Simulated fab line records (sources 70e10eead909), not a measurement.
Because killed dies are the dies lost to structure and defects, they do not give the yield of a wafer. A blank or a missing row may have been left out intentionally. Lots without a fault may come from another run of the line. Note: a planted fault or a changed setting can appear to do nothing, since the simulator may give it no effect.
Chamber matching / flow nandHarc / 4 sister chambers for NHARC_A_CHANNEL_HOLE_D1_ETCH_34 on rieDiel-08
The step etches the open film in CF4/CHF3, target depth 154 nm, time 77 s. 20 wafers are shown with their chamber, then 10 later ones without.

== WAFERS PAIRED WITH THEIR CHAMBERS ==
wafer=L170.1; chamber=0; showerheadPlenumPTorr (Torr)=1.67; drypumpMotorCurrentA (A)=5.2; rfVppV (V)=373.4
wafer=L170.3; chamber=3; showerheadPlenumPTorr (Torr)=1.55; drypumpMotorCurrentA (A)=5.5; rfVppV (V)=370.5
wafer=L170.6; chamber=1; showerheadPlenumPTorr (Torr)=1.49; drypumpMotorCurrentA (A)=5.9; rfVppV (V)=368.2
wafer=L171.1; chamber=3; showerheadPlenumPTorr (Torr)=1.55; drypumpMotorCurrentA (A)=5.5; rfVppV (V)=369.4
wafer=L171.4; chamber=0; showerheadPlenumPTorr (Torr)=1.67; drypumpMotorCurrentA (A)=5.3; rfVppV (V)=373.8
wafer=L171.5; chamber=1; showerheadPlenumPTorr (Torr)=1.49; drypumpMotorCurrentA (A)=5.9; rfVppV (V)=366.6
wafer=L173.1; chamber=0; showerheadPlenumPTorr (Torr)=1.67; drypumpMotorCurrentA (A)=5.2; rfVppV (V)=373.4
wafer=L173.2; chamber=1; showerheadPlenumPTorr (Torr)=1.49; drypumpMotorCurrentA (A)=5.9; rfVppV (V)=367.4
wafer=L173.6; chamber=2; showerheadPlenumPTorr (Torr)=1.53; drypumpMotorCurrentA (A)=5.7; rfVppV (V)=369.4
wafer=L174.1; chamber=0; showerheadPlenumPTorr (Torr)=1.67; drypumpMotorCurrentA (A)=5.2; rfVppV (V)=375.4
wafer=L174.4; chamber=2; showerheadPlenumPTorr (Torr)=1.53; drypumpMotorCurrentA (A)=5.7; rfVppV (V)=369.9
wafer=L174.6; chamber=1; showerheadPlenumPTorr (Torr)=1.49; drypumpMotorCurrentA (A)=5.9; rfVppV (V)=368.7
wafer=L177.3; chamber=0; showerheadPlenumPTorr (Torr)=1.66; drypumpMotorCurrentA (A)=5.2; rfVppV (V)=374.5
wafer=L177.4; chamber=3; showerheadPlenumPTorr (Torr)=1.55; drypumpMotorCurrentA (A)=5.5; rfVppV (V)=367.8
wafer=L177.5; chamber=0; showerheadPlenumPTorr (Torr)=1.66; drypumpMotorCurrentA (A)=5.2; rfVppV (V)=373.0
wafer=L178.3; chamber=0; showerheadPlenumPTorr (Torr)=1.66; drypumpMotorCurrentA (A)=5.2; rfVppV (V)=374.9
wafer=L178.4; chamber=2; showerheadPlenumPTorr (Torr)=1.53; drypumpMotorCurrentA (A)=5.7; rfVppV (V)=367.8
wafer=L178.6; chamber=3; showerheadPlenumPTorr (Torr)=1.55; drypumpMotorCurrentA (A)=5.5; rfVppV (V)=369.6
wafer=L179.1; chamber=3; showerheadPlenumPTorr (Torr)=1.55; drypumpMotorCurrentA (A)=5.5; rfVppV (V)=369.4
wafer=L179.5; chamber=3; showerheadPlenumPTorr (Torr)=1.55; drypumpMotorCurrentA (A)=5.5; rfVppV (V)=369.0

SIGNATURES (means of the wafers above)
reading=showerheadPlenumPTorr; chamber 0=1.6657; chamber 1=1.4900; chamber 2=1.5300; chamber 3=1.5500; scatter within a chamber=0.00327
reading=drypumpMotorCurrentA; chamber 0=5.214; chamber 1=5.900; chamber 2=5.700; chamber 3=5.500; scatter within a chamber=0.0231
reading=rfVppV; chamber 0=374.057; chamber 1=367.725; chamber 2=369.033; chamber 3=369.283; scatter within a chamber=0.922
Rule: for a wafer and a chamber, the distance is found by dividing, reading by reading, the gap between the wafer's reading and the chamber's mean by the reading's scatter, squaring, summing and taking the root. The wafer belongs to the nearest chamber; if the next one is less than 2 further off, it can't be placed. How the scatter is found: for the shown wafers, subtract from each reading the mean of its chamber, square and add these, divide the total by (wafers less chambers), then take the root.

== WAFERS WITHOUT THEIR CHAMBER ==
wafer=L179.6; showerheadPlenumPTorr (Torr)=1.53; drypumpMotorCurrentA (A)=5.7; rfVppV (V)=370.5
wafer=L180.1; showerheadPlenumPTorr (Torr)=1.66; drypumpMotorCurrentA (A)=5.2; rfVppV (V)=373.9
wafer=L180.3; showerheadPlenumPTorr (Torr)=1.55; drypumpMotorCurrentA (A)=5.5; rfVppV (V)=369.5
wafer=L180.4; showerheadPlenumPTorr (Torr)=1.49; drypumpMotorCurrentA (A)=5.9; rfVppV (V)=369.1
wafer=L182.1; showerheadPlenumPTorr (Torr)=1.49; drypumpMotorCurrentA (A)=5.9; rfVppV (V)=366.9
wafer=L182.2; showerheadPlenumPTorr (Torr)=1.55; drypumpMotorCurrentA (A)=5.5; rfVppV (V)=369.3
wafer=L182.6; showerheadPlenumPTorr (Torr)=1.55; drypumpMotorCurrentA (A)=5.5; rfVppV (V)=369.6
wafer=L190.2; showerheadPlenumPTorr (Torr)=1.55; drypumpMotorCurrentA (A)=5.5; rfVppV (V)=370.3
wafer=L190.4; showerheadPlenumPTorr (Torr)=1.52; drypumpMotorCurrentA (A)=5.7; rfVppV (V)=367.1
wafer=L190.5; showerheadPlenumPTorr (Torr)=1.55; drypumpMotorCurrentA (A)=5.5; rfVppV (V)=369.4

== EACH ONE'S CHAMBER ==
wafer=L179.6; from the rows above=2; in truth=2
wafer=L180.1; from the rows above=0; in truth=0
wafer=L180.3; from the rows above=3; in truth=3
wafer=L180.4; from the rows above=1; in truth=1
wafer=L182.1; from the rows above=1; in truth=1
wafer=L182.2; from the rows above=3; in truth=3
wafer=L182.6; from the rows above=3; in truth=3
wafer=L190.2; from the rows above=3; in truth=3
wafer=L190.4; from the rows above=2; in truth=2
wafer=L190.5; from the rows above=3; in truth=3
Placed correctly: 10 of 10. Number that these rows cannot place: 0. Placed wrongly: 0.
